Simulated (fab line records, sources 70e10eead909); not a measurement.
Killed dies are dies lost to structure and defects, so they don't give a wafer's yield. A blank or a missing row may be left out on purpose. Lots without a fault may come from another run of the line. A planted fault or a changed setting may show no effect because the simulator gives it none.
Chamber matching | flow nand_harc | NHARC_A_CHANNEL_FILL_D2_CMP_10 on cmp-03: 4 sister chambers
The step polishes, target thk 150 nm. 4 wafers are shown with their chamber, then 7 later ones without.

WAFERS WITH THEIR CHAMBER
wafer  | chamber | motor_current_A (A)
L084.1 | 3       | 13.4
L084.5 | 2       | 11.5
L087.1 | 0       | 13.2
L087.2 | 1       | 10.9

WAFERS WITHOUT THEIR CHAMBER
wafer  | motor_current_A (A)
L087.6 | 11.0
L095.1 | 13.2
L095.2 | 10.7
L095.5 | 10.3
L097.1 | 11.5
L097.2 | 10.8
L097.3 | 12.7

WHICH CHAMBER EACH WENT THROUGH
wafer  | from the rows above     | in truth
L087.6 | can't be placed: 1 or 2 | 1
L095.1 | can't be placed: 0 or 3 | 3
L095.2 | can't be placed: 1 or 2 | 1
L095.5 | can't be placed: 1 or 2 | 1
L097.1 | can't be placed: 2 or 1 | 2
L097.2 | can't be placed: 1 or 2 | 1
L097.3 | can't be placed: 0 or 3 | 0
Placed correctly: 0 of 7. Can't be placed from these rows: 7 (the true chamber is among the candidates in 7). Placed wrongly: 0.
How it was worked out, from the rows above alone: a wafer's distance from a chamber is the root of the sum, over the readings, of the square of ((its reading less the chamber's mean) divided by the reading's scatter). The wafer belongs to the nearest chamber; if the next one is less than 2 further off, it can't be placed. A chamber's mean is the mean of its shown wafers. The scatter: with one shown wafer a chamber, the root of the mean of the squares of how far each hidden wafer lies from its nearest shown one.
